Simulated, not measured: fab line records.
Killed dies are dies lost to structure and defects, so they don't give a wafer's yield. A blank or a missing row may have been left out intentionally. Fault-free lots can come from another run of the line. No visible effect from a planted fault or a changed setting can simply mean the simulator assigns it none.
Matching of chambers ; flow n5Finfet ; rieDiel-06 running N5_BEOL_M6_ETCH_72: 4 sister chambers
The step etches underlayer in N2/H2, target depth 6.5 nm, time 5.2 s. 27 wafers are shown with their chamber, then 12 later ones without.

== WAFERS WITH THEIR CHAMBER ==
wafer;chamber;showerheadPlenumPTorr (Torr);drypumpMotorCurrentA (A);throttleValvePct (%)
L075.2;2;2.50;6.0;18.03
L075.5;3;2.55;5.5;18.15
L075.6;0;2.70;6.0;17.85
L076.3;3;2.55;5.6;18.17
L076.4;1;2.60;6.6;17.47
L076.5;0;2.69;6.1;17.85
L078.1;0;2.69;6.0;17.86
L078.4;3;2.54;5.6;18.19
L078.6;1;2.60;6.6;17.47
L080.2;0;2.69;6.0;17.86
L080.4;2;2.50;5.9;17.64
L080.5;3;2.54;5.5;18.20
L081.4;0;2.69;6.0;17.86
L081.5;1;2.59;6.6;17.49
L081.6;0;2.69;6.0;17.87
L089.1;3;2.53;5.5;18.20
L089.4;0;2.68;6.1;17.88
L089.6;1;2.59;6.6;17.52
L090.2;1;2.58;6.6;17.52
L090.4;3;2.53;5.5;18.23
L090.6;0;2.68;6.0;17.90
L091.3;3;2.53;5.5;18.19
L091.4;1;2.58;6.6;17.52
L091.6;1;2.58;6.5;17.52
L093.4;1;2.58;6.6;17.52
L093.5;2;2.48;6.0;17.71
L093.6;1;2.58;6.6;17.52

SIGNATURES (means of the wafers above)
reading;chamber 0;chamber 1;chamber 2;chamber 3;scatter within a chamber
showerheadPlenumPTorr;2.6888;2.5867;2.4933;2.5386;0.00844
drypumpMotorCurrentA;6.025;6.589;5.967;5.529;0.0442
throttleValvePct;17.8663;17.5056;17.7933;18.1900;0.0647
Rule: distance of a wafer from a chamber = root of the sum over the readings of ((wafer's reading minus chamber's mean) / reading's scatter) squared. If the next closest chamber is less than 2 further off than the closest, the wafer can't be placed; otherwise it belongs to the closest. The scatter: the root of (the sum of the squares of (reading less its chamber's mean) over the shown wafers, divided by (wafers less chambers)).

== WAFERS MISSING THEIR CHAMBER ==
wafer;showerheadPlenumPTorr (Torr);drypumpMotorCurrentA (A);throttleValvePct (%)
L094.1;2.53;5.6;18.23
L094.4;2.68;6.1;17.91
L094.6;2.58;6.6;17.53
L092.1;2.48;6.0;17.69
L092.3;2.58;6.6;17.53
L092.4;2.68;6.1;17.91
L095.2;2.58;6.6;17.52
L095.5;2.53;5.5;18.25
L095.6;2.68;6.0;17.91
L097.2;2.67;6.0;17.88
L097.5;2.53;5.5;18.25
L097.6;2.68;6.1;17.93

== WHICH CHAMBER EACH WENT THROUGH ==
wafer;from the rows above;in truth
L094.1;3;3
L094.4;0;0
L094.6;1;1
L092.1;2;2
L092.3;1;1
L092.4;0;0
L095.2;1;1
L095.5;3;3
L095.6;0;0
L097.2;0;0
L097.5;3;3
L097.6;0;0
12 of 12 placed correctly. Number that these rows cannot place: 0. 0 placed wrongly.
